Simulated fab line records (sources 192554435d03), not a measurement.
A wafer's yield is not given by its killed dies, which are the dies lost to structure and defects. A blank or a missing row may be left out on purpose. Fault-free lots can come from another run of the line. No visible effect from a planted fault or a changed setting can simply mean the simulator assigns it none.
fab line records	flow n5Finfet
record lots=7	wafers=21
route steps=1938 shown SD_EPI_P@301 SDB@361 HKMG_FIN@402 GATE_CUT@479 MOL_CONTACT_COAG@559
startH: start of the lot's first displayed wafer, in hours after the record's first day	waitH: hours elapsed since this lot's preceding step	" same as the row above	L1.1+2: a row that stands for several wafers	- no value, or no start given	* or withheld: withheld	< > ~ a bound
route shown NAME@n: names a module that has steps shown in the file, with the first one's number in the route	usual: the fault-free wafers' mean and standard deviation	same: alike in all rows	chamber/n: place in a boat	sites: the reading at each site	_std_site: their standard deviation	_edge_site: outer sites' mean less inner sites'	radiusMm: how far each site lies from the wafer's centre	mask NAME#n: copy n	behind: tool/chamber where the wafer was last shaped	hold: cause of the lot's hold/its duration in hours/its outcome	device: the n, p or np transistor that did not switch	end of line: tests run on the same wafers once the route is complete	where a step has no rows: the recipe by itself	killed: dies that structure and defects cost at the first sort, which is not the same as the wafer's yield	map: a wafer's dies, marking killed ones x, the rest . and places with no die _
set.NAME: the setting as run; set.NAME@STEP: as run at that earlier step	model.NAME: the simulator's own value behind a step, which no gauge read
lots whose settings were changed on purpose; a table a step, a row a wafer
## steps
# step N5_SD_EPI_P_PEB_07
# recipe pebTempC=110	pebTimeS=60	resist=CAR-ArF-block
lot.wafer	tool	chamber	startH	waitH	set.pebTimeS
L075.1	lithoTrack-04	0	59.11	0.1	60
L075.2+3	"	0	"	"	53.3
L076.3+4+5	lithoTrack-05	0	66.63	0.0	71.51
L087.1+6	lithoTrack-01	0	135.12	0.1	64.96
L087.5	"	0	"	"	60
L090.2+5	lithoTrack-01	0	150.73	0.0	60
L090.6	"	0	"	"	48.33
L092.2+3	lithoTrack-04	0	163.07	0.0	56.57
L092.6	"	0	"	"	60
L093.1+2+6	lithoTrack-05	0	167.87	0.1	60
L094.2+4+6	lithoTrack-01	0	172.25	0.0	60
# step N5_SD_EPI_P_DEVELOP_08
# recipe developTimeS=30	developer=TMAH	resist=CAR-ArF-block	devTempC=23	rinseLiquid=diw	dry=airSpin
# step N5_SD_EPI_P_CD_MEAS_09
# recipe targetCdNm=240	landingEnergyEv=500	detector=seInlens
# usual cdNm=240.0/0.8
lot.wafer	tool	chamber	startH	waitH	set.pebTimeS@SD_EPI_P_PEB_07	cdNm
L075.1	cdSem-03	0	59.18	-	60	238.3
L075.2	"	0	"	"	53.3	236.0
L075.3	"	0	"	"	53.3	236.3
L076.3	cdSem-01	0	66.70	-	71.51	245.4
L076.4	"	0	"	"	71.51	245.2
L076.5	"	0	"	"	71.51	245.9
L087.1	cdSem-02	0	135.19	-	64.96	241.1
L087.5	"	0	"	"	60	240.5
L087.6	"	0	"	"	64.96	241.9
L090.2	cdSem-01	0	150.80	-	60	239.4
L090.5	"	0	"	"	60	239.2
L090.6	"	0	"	"	48.33	230.9
L092.2	cdSem-01	0	163.13	-	56.57	238.0
L092.3	"	0	"	"	56.57	237.4
L092.6	"	0	"	"	60	240.9
L093.1	cdSem-01	0	167.94	-	60	240.9
L093.2	"	0	"	"	60	240.2
L093.6	"	0	"	"	60	241.1
L094.2	cdSem-03	0	172.31	-	60	239.7
L094.4	"	0	"	"	60	239.6
L094.6	"	0	"	"	60	240.4
# step N5_SD_EPI_P_DESCUM_14
# recipe chemistry=O2	timeS=7.9	sourcePowerW=50	biasPowerW=20	pressureMtorr=20	rfFrequencyHz=2.712e+07	tempC=40	resist=CAR-ArF-block	o2FlowSccm=225
lot.wafer	tool	chamber	startH	waitH	set.pebTimeS@SD_EPI_P_PEB_07	model.SD_EPI_P.cdNm
L075.1	rieDiel-03	1	59.42	0.2	60	238.4
L075.2	"	3	"	"	53.3	236.2
L075.3	"	0	"	"	53.3	236
L076.3+4	rieDiel-03	0,3	66.79	0.0	71.51	245.6
L076.5	"	1	"	"	71.51	246.2
L087.1	rieDiel-06	0	135.34	0.1	64.96	241
L087.5	"	0	"	"	60	240.2
L087.6	"	1	"	"	64.96	241.8
L090.2	rieDiel-05	0	151.34	0.5	60	239.2
L090.5	"	3	"	"	60	239
L090.6	"	1	"	"	48.33	231
L092.2	rieDiel-03	3	163.33	0.1	56.57	238
L092.3	"	2	"	"	56.57	237.2
L092.6	"	2	"	"	60	240.6
L093.1	rieDiel-03	1	168.02	0.0	60	241
L093.2	"	2	"	"	60	240.2
L093.6	"	3	"	"	60	241.6
L094.2	rieDiel-03	1	172.40	0.0	60	240
L094.4	"	0	"	"	60	239.6
L094.6	"	1	"	"	60	240.8
# step N5_SD_EPI_P_ETCH_36
# recipe chemistry=CF4	target=SiARC	targetDepthA=455	maskMaterial=CAR-ArF-block	timeS=75.8	ionEnergyEv=80	pressureMtorr=40	sourceW=545	biasW=36	Ar_flow_sccm=100	cf4FlowSccm=100	ends=cleared
lot.wafer	tool	chamber	startH	waitH	set.pebTimeS@SD_EPI_P_PEB_07	model.SD_EPI_P.cdNm
L075.1	rieDiel-03	1	59.45	0.0	60	238.2
L075.2+3	"	3,0	"	"	53.3	236
L076.3	rieDiel-03	0	66.82	0.0	71.51	245.6
L076.4	"	3	"	"	71.51	245.4
L076.5	"	1	"	"	71.51	246.2
L087.1	rieDiel-06	0	135.37	0.0	64.96	241.2
L087.5	"	0	"	"	60	240.2
L087.6	"	1	"	"	64.96	242.2
L090.2	rieDiel-05	0	151.38	0.0	60	238.8
L090.5	"	3	"	"	60	239
L090.6	"	1	"	"	48.33	231
L092.2	rieDiel-03	3	163.36	0.0	56.57	238
L092.3	"	2	"	"	56.57	237
L092.6	"	2	"	"	60	240.4
L093.1	rieDiel-03	1	168.06	0.0	60	241.2
L093.2	"	2	"	"	60	240
L093.6	"	3	"	"	60	241.6
L094.2	rieDiel-03	1	172.43	0.0	60	240.2
L094.4	"	0	"	"	60	239.6
L094.6	"	1	"	"	60	241
# step N5_SD_EPI_P_ETCH_37
# recipe chemistry=N2/H2	target=SOC	overetchA=1080	maskMaterial=SiARC	tempC=40	ionEnergyEv=100	sourceW=3000	biasW=133	pressureMtorr=20	timeS=486	n2FlowSccm=200	h2FlowSccm=200	ends=endPoint
lot.wafer	tool	chamber	startH	waitH	set.pebTimeS@SD_EPI_P_PEB_07	model.SD_EPI_P.cdNm
L075.1	rieDiel-03	1	59.51	0.0	60	239.4
L075.2+3	"	3,0	"	"	53.3	235.8
L076.3	rieDiel-03	0	66.88	0.0	71.51	245.4
L076.4	"	3	"	"	71.51	246.2
L076.5	"	1	"	"	71.51	247.8
L087.1	rieDiel-06	0	135.43	0.0	64.96	242
L087.5	"	0	"	"	60	240.4
L087.6	"	1	"	"	64.96	241.2
L090.2	rieDiel-05	0	151.43	0.0	60	240
L090.5	"	3	"	"	60	238.4
L090.6	"	1	"	"	48.33	231
L092.2	rieDiel-03	3	163.42	0.0	56.57	238
L092.3	"	2	"	"	56.57	237.6
L092.6	"	2	"	"	60	240.8
L093.1	rieDiel-03	1	168.12	0.0	60	242.6
L093.2	"	2	"	"	60	240.4
L093.6	"	3	"	"	60	241.2
L094.2	rieDiel-03	1	172.49	0.0	60	240.2
L094.4	"	0	"	"	60	239.2
L094.6	"	1	"	"	60	241.6
# step N5_SD_EPI_P_STRIP_38
# recipe chemistry=N2/H2	tempC=40	n2FlowSccm=200	h2FlowSccm=200	rfFrequencyHz=6e+07
# step N5_SD_EPI_P_ETCHBACK_46
# recipe chemistry=CH3F/O2	mode=anisotropicEtchback	target=SiNx	targetDepthA=175	stopOn=SiO2	overEtchFrac=0.3	ionEnergyEv=120	pressureMtorr=30	sourceW=395	biasW=73	Ar_flow_sccm=150	CH3F_flow_sccm=30	O2_flow_sccm=20
lot.wafer	tool	chamber	startH	waitH	set.pebTimeS@SD_EPI_P_PEB_07	model.SD_EPI_P.cdNm
L075.1	rieDiel-03	1	59.83	0.0	60	239.2
L075.2+3	"	3,0	"	"	53.3	236
L076.3	rieDiel-03	0	67.20	0.0	71.51	245.6
L076.4	"	3	"	"	71.51	246.2
L076.5	"	1	"	"	71.51	247.8
L087.1	rieDiel-06	0	135.75	0.0	64.96	241.8
L087.5	"	0	"	"	60	240.2
L087.6	"	1	"	"	64.96	241.2
L090.2	rieDiel-05	0	151.76	0.0	60	240
L090.5	"	3	"	"	60	238.4
L090.6	"	1	"	"	48.33	231
L092.2	rieDiel-03	3	163.74	0.0	56.57	238
L092.3	"	2	"	"	56.57	237.6
L092.6	"	2	"	"	60	240.8
L093.1	rieDiel-03	1	168.44	0.0	60	242.6
L093.2	"	2	"	"	60	240.4
L093.6	"	3	"	"	60	241.2
L094.2	rieDiel-03	1	172.82	0.0	60	240.2
L094.4	"	0	"	"	60	239.2
L094.6	"	1	"	"	60	241.6
# step N5_SDB_ETCH_18
# recipe chemistry=N2/H2	target=SOC	targetDepthA=1000	overetchA=200	maskMaterial=SiARC	tempC=40	timeS=150	ionEnergyEv=200	pressureMtorr=30	sourceW=840	biasW=150	n2FlowSccm=200	h2FlowSccm=200
# usual rfVppV=524.1/2.2
lot.wafer	tool	chamber	startH	waitH	set.sourceW	rfVppV
L075.1	rieDiel-01	1	71.99	0.0	908.8	511.5
L075.2	"	2	"	"	840	526.4
L075.3	"	3	"	"	908.8	511.9
L076.3	rieDiel-01	0	79.09	0.0	840	519.7
L076.4	"	2	"	"	840	525.6
L076.5	"	0	"	"	840	520.8
L087.1	rieDiel-04	2	147.92	0.0	739.3	550.2
L087.5	"	3	"	"	840	523.3
L087.6	"	2	"	"	840	525.9
L090.2	rieDiel-01	3	163.78	0.0	840	525.4
L090.5	"	1	"	"	939.3	505.8
L090.6	"	3	"	"	939.3	506.6
L092.2	rieDiel-01	2	175.44	0.0	758.3	543.2
L092.3	"	1	"	"	840	524.9
L092.6	"	2	"	"	758.3	542.0
L093.1	rieDiel-01	3	180.69	0.0	840	522.9
L093.2	"	0	"	"	840	519.1
L093.6	"	0	"	"	840	520.0
L094.2	rieDiel-01	0	184.60	0.0	840	520.9
L094.4	"	1	"	"	840	526.0
L094.6	"	2	"	"	840	524.6
# step N5_HKMG_FIN_ETCH_54
# recipe chemistry=CF4	target=SiARC	targetDepthA=455	maskMaterial=CAR-ArF	timeS=75.8	ionEnergyEv=80	pressureMtorr=40	sourceW=545	biasW=36	Ar_flow_sccm=100	cf4FlowSccm=100	ends=cleared
# usual etchRfOnTimeS=76.4/1.7	rfVppV=184.2/1.1
lot.wafer	tool	chamber	startH	waitH	set.sourceW	etchRfOnTimeS	rfVppV
L075.1	rieDiel-04	0	79.16	0.0	545	75.6	184.6
L075.2	"	2	"	"	545	77.5	184.5
L075.3	"	1	"	"	545	77.0	183.3
L076.3	rieDiel-04	2	85.27	0.0	545	76.5	184.4
L076.4	"	0	"	"	621.8	67.7	178.3
L076.5	"	3	"	"	545	76.9	185.0
L087.1	rieDiel-01	2	153.37	0.0	609.2	70.6	177.4
L087.5	"	0	"	"	545	80.1	181.9
L087.6	"	3	"	"	545	74.6	185.5
L090.2	rieDiel-04	2	169.38	0.0	466.4	88.2	195.5
L090.5	"	1	"	"	466.4	87.8	193.9
L090.6	"	2	"	"	466.4	88.1	195.0
L092.2	rieDiel-04	3	181.27	0.0	545	78.8	184.5
L092.3	"	1	"	"	520	81.0	185.7
L092.6	"	0	"	"	520	76.9	188.8
L093.1	rieDiel-01	2	188.55	0.0	506.1	80.6	189.0
L093.2	"	1	"	"	506.1	79.0	191.5
L093.6	"	1	"	"	545	74.5	184.6
L094.2	rieDiel-01	2	192.65	0.0	545	77.5	184.6
L094.4	"	0	"	"	545	80.0	182.1
L094.6	"	0	"	"	545	79.6	182.7
# step N5_HKMG_FIN_ETCH_55
# recipe chemistry=N2/H2	target=SOC	targetDepthA=2400	tempC=40	timeS=300	ionEnergyEv=200	maskMaterial=SiARC	pressureMtorr=30	sourceW=840	biasW=150	n2FlowSccm=200	h2FlowSccm=200
lot.wafer	tool	chamber	startH	waitH	set.timeS	model.HKMG_FIN.featureDepthNm	model.etch.depthNm
L075.1	rieDiel-04	0	79.21	0.0	300	237	236.9
L075.2	"	2	"	"	300	233.2	233.2
L075.3	"	1	"	"	300	235	235
L076.3	rieDiel-04	2	85.33	0.0	300	234.6	234.5
L076.4	"	0	"	"	300	238.2	238.1
L076.5	"	3	"	"	300	235.2	235.3
L087.1	rieDiel-01	2	153.42	0.0	300	234	233.9
L087.5	"	0	"	"	300	225.6	225.6
L087.6	"	3	"	"	275.1	226.2	226.2
L090.2	rieDiel-04	2	169.44	0.0	266.2	208.4	208.3
L090.5	"	1	"	"	300	234.6	234.7
L090.6	"	2	"	"	266.2	206.6	206.6
L092.2	rieDiel-04	3	181.32	0.0	300	229.6	229.6
L092.3	"	1	"	"	339.1	264.2	264.1
L092.6	"	0	"	"	339.1	277	277
L093.1	rieDiel-01	2	188.60	0.0	338	273.6	273.6
L093.2	"	1	"	"	300	244.6	244.6
L093.6	"	1	"	"	338	276.8	276.8
L094.2	rieDiel-01	2	192.71	0.0	300	237.6	237.7
L094.4	"	0	"	"	300	227.4	227.3
L094.6	"	0	"	"	300	228.2	228.3
# step N5_GATE_CUT_COAT_35
# recipe resist=SiARC	tempC=220	timeS=60	spinRpm=1500	resistThkNm=10
lot.wafer	tool	chamber	startH	waitH	set.spinRpm	model.SiARC_of_GATE_CUT_COAT_35.thkNm
L075.1+2+3	lithoTrack-01	0	-	-	1500	10
L076.3	lithoTrack-03	0	-	-	1500	10
L076.4+5	"	0	"	"	1389	10.4
L087.1+5+6	lithoTrack-03	0	-	-	1500	10
L090.2+6	lithoTrack-03	0	-	-	1500	10
L090.5	"	0	"	"	1602	9.6
L092.2+6	lithoTrack-04	0	-	-	1500	10
L092.3	"	0	"	"	1436	10.2
L093.1+2+6	lithoTrack-03	0	-	-	1500	10
L094.2+4+6	lithoTrack-01	0	-	-	1500	10
# step N5_GATE_CUT_COAT_27
# recipe resist=underlayer	tempC=205	timeS=60	spinRpm=1500	resistThkNm=10
# step N5_GATE_CUT_COAT_07
# recipe resist=CAR-EUV	spinRpm=1500	resistThkNm=30
# step N5_GATE_CUT_DESCUM_18
# recipe chemistry=O2	timeS=7	sourcePowerW=50	biasPowerW=20	pressureMtorr=20	rfFrequencyHz=2.712e+07	tempC=40	resist=CAR-EUV	o2FlowSccm=225
# step N5_GATE_CUT_ETCH_28
# recipe chemistry=N2/H2	target=underlayer	targetDepthA=130	maskMaterial=CAR-EUV	timeS=10.4	ionEnergyEv=200	pressureMtorr=30	sourceW=840	biasW=150	n2FlowSccm=200	h2FlowSccm=200	ends=cleared
# step N5_GATE_CUT_ETCH_36
# recipe chemistry=CF4	target=SiARC	targetDepthA=130	maskMaterial=CAR-EUV	timeS=21.7	ionEnergyEv=80	pressureMtorr=40	sourceW=545	biasW=36	Ar_flow_sccm=100	cf4FlowSccm=100	ends=cleared
lot.wafer	tool	chamber	startH	waitH	set.spinRpm@GATE_CUT_COAT_35	model.etch.depthNm
L075.1	rieDiel-03	0	90.97	0.0	1500	9.988
L075.2	"	3	"	"	1500	9.953
L075.3	"	1	"	"	1500	9.972
L076.3	rieDiel-03	3	97.55	0.0	1500	9.961
L076.4	"	2	"	"	1389	10.34
L076.5	"	2	"	"	1389	10.39
L087.1	rieDiel-06	1	165.17	0.0	1500	9.969
L087.5	"	1	"	"	1500	9.993
L087.6	"	2	"	"	1500	9.966
L090.2	rieDiel-05	0	182.40	0.0	1500	10.02
L090.5	"	1	"	"	1602	9.687
L090.6	"	0	"	"	1500	9.998
L092.2	rieDiel-03	0	193.31	0.0	1500	10.03
L092.3	"	2	"	"	1436	10.23
L092.6	"	1	"	"	1500	10.02
L093.1	rieDiel-06	2	200.07	0.0	1500	10.01
L093.2	"	0	"	"	1500	10.03
L093.6	"	2	"	"	1500	9.998
L094.2	rieDiel-05	3	204.53	0.0	1500	10.03
L094.4	"	0	"	"	1500	9.989
L094.6	"	1	"	"	1500	10.01
# step N5_MOL_CONTACT_COAG_ALD_27
# recipe material=SiOC	targetThkA=170	tempC=400	aldPrecursorFamily=carbosiloxane	aldCoReactant=H2-plasma	pulseTimeS=1.5	timeS=2720	purgeTimeS=2	coReactantPurgeTimeS=2	aldCycles=340	pressureTorr=2
lot.wafer	tool	chamber	startH	waitH	set.timeS	model.SiOC_of_MOL_CONTACT_COAG_ALD_27.thkNm
L075.1+2	aldSin-01	0,1	103.11	0.0	2720	17
L075.3	"	3	"	"	2945	16.8
L076.3	aldSin-01	3	112.42	0.0	2720	16.8
L076.4+5	"	2,0	"	"	2720	17
L087.1+5	aldSin-02	0,2	175.12	0.0	2720	17
L087.6	"	3	"	"	2553	16
L090.2	aldSin-04	2	196.02	0.2	2720	17
L090.5	"	1	"	"	2292	14.4
L090.6	"	0	"	"	2292	14.2
L092.2+3	aldSin-04	3,0	205.13	0.0	2720	16.8
L092.6	"	2	"	"	2487	15.6
L093.1+6	aldSin-02	0,1	210.36	0.0	2235	13.8
L093.2	"	1	"	"	2720	17
L094.2	aldSin-04	1	214.65	0.0	2720	17.2
L094.4+6	"	0,3	"	"	2720	17
# step N5_MOL_CONTACT_COAG_COAT_34
# recipe resist=CAR-EUV	spinRpm=1500	resistThkNm=40
lot.wafer	tool	chamber	startH	waitH	set.spinRpm	model.CAR-EUV_of_MOL_CONTACT_COAG_COAT_34.thkNm
L075.1+2+3	lithoTrack-02	0	-	-	1500	39.8
L076.3	lithoTrack-05	0	-	-	1578	39.2
L076.4+5	"	0	"	"	1500	40
L087.1+5	lithoTrack-03	0	-	-	1663	38.2
L087.6	"	0	"	"	1500	40
L090.2	lithoTrack-03	0	-	-	1388	41.6
L090.5	"	0	"	"	1500	39.8
L090.6	"	0	"	"	1500	40
L092.2	lithoTrack-02	0	-	-	1500	39.8
L092.3	"	0	"	"	1557	39.2
L092.6	"	0	"	"	1500	40
L093.1+2+6	lithoTrack-02	0	-	-	1500	40
L094.2+6	lithoTrack-05	0	-	-	1500	40
L094.4	"	0	"	"	1500	39.8
# step N5_MOL_CONTACT_COAG_EBR_36
# recipe solvent=PGMEA	ebrWidthMm=1.5
# step N5_MOL_CONTACT_COAG_SOFTBAKE_35
# recipe tempC=110	timeS=60	resist=CAR-EUV
# step N5_MOL_CONTACT_COAG_EXPOSE_37
# recipe maskId=VD	na=0.33	sourceShape=annular	sigmaInner=0.3	sigmaOuter=0.7	polarization=unpolarized	defocusNm=0	doseMj=62
# step N5_MOL_CONTACT_COAG_PEB_38
# recipe pebTempC=100	pebTimeS=60	resist=CAR-EUV
# step N5_MOL_CONTACT_COAG_DEVELOP_39
# recipe developTimeS=30	developer=TMAH	resist=CAR-EUV	rinseLiquid=surfactantRinse	dry=airSpin	devTempC=23
lot.wafer	tool	chamber	startH	waitH	set.spinRpm@MOL_CONTACT_COAG_COAT_34	model.CAR-EUV_of_MOL_CONTACT_COAG_COAT_34.thkNm
L075.1+2+3	lithoTrack-02	0	-	-	1500	39.4
L076.3	lithoTrack-02	0	-	-	1578	38.6
L076.4+5	"	0	"	"	1500	39.6
L087.1	lithoTrack-03	0	-	-	1663	37.8
L087.5	"	0	"	"	1663	37.6
L087.6	"	0	"	"	1500	39.6
L090.2	lithoTrack-02	0	-	-	1388	41.2
L090.5	"	0	"	"	1500	39.4
L090.6	"	0	"	"	1500	39.6
L092.2+6	lithoTrack-02	0	-	-	1500	39.4
L092.3	"	0	"	"	1557	38.6
L093.1+2+6	lithoTrack-02	0	-	-	1500	39.6
L094.2	lithoTrack-02	0	-	-	1500	39.6
L094.4+6	"	0	"	"	1500	39.4
## key
split step=N5_SD_EPI_P_PEB_07	setting=pebTimeS	stated=60	by=wafer
response step=N5_SD_EPI_P_CD_MEAS_09	reading=cdNm	change=+0.355	per=1%	r=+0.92
response step=N5_SD_EPI_P_DESCUM_14	reading=model.SD_EPI_P.cdNm	change=+0.348	per=1%	r=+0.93
response step=N5_SD_EPI_P_ETCH_36	reading=model.SD_EPI_P.cdNm	change=+0.343	per=1%	r=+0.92
response step=N5_SD_EPI_P_ETCH_37	reading=model.SD_EPI_P.cdNm	change=+0.375	per=1%	r=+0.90
response step=N5_SD_EPI_P_ETCHBACK_46	reading=model.SD_EPI_P.cdNm	change=+0.369	per=1%	r=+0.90
split step=N5_SDB_ETCH_18	setting=sourceW	stated=840	by=wafer
response step=N5_SDB_ETCH_18	reading=rfVppV	change=-1.86	per=1%	r=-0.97
split step=N5_HKMG_FIN_ETCH_54	setting=sourceW	stated=545	by=wafer
response step=N5_HKMG_FIN_ETCH_54	reading=etchRfOnTimeS	change=*	per=1%	r=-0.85
response step=N5_HKMG_FIN_ETCH_54	reading=rfVppV	change=-0.532	per=1%	r=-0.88
split step=N5_HKMG_FIN_ETCH_55	setting=timeS	stated=300	by=wafer
response step=N5_HKMG_FIN_ETCH_55	reading=model.HKMG_FIN.featureDepthNm	change=+2.39	per=1%	r=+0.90
response step=N5_HKMG_FIN_ETCH_55	reading=model.etch.depthNm	change=+2.39	per=1%	r=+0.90
split step=N5_GATE_CUT_COAT_35	setting=spinRpm	stated=1500	by=wafer
response step=N5_GATE_CUT_COAT_35	reading=model.SiARC_of_GATE_CUT_COAT_35.thkNm	change=-0.0548	per=1%	r=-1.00
response step=N5_GATE_CUT_ETCH_36	reading=model.etch.depthNm	change=-0.0507	per=1%	r=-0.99
split step=N5_MOL_CONTACT_COAG_ALD_27	setting=timeS	stated=2720	by=wafer
response step=N5_MOL_CONTACT_COAG_ALD_27	reading=model.SiOC_of_MOL_CONTACT_COAG_ALD_27.thkNm	shape=bent	atLowest=13.8	atStated=16.97	atHighest=16.8
split step=N5_MOL_CONTACT_COAG_COAT_34	setting=spinRpm	stated=1500	by=wafer
response step=N5_MOL_CONTACT_COAG_COAT_34	reading=model.CAR-EUV_of_MOL_CONTACT_COAG_COAT_34.thkNm	change=-0.181	per=1%	r=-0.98
response step=N5_MOL_CONTACT_COAG_DEVELOP_39	reading=model.CAR-EUV_of_MOL_CONTACT_COAG_COAT_34.thkNm	change=-0.193	per=1%	r=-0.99
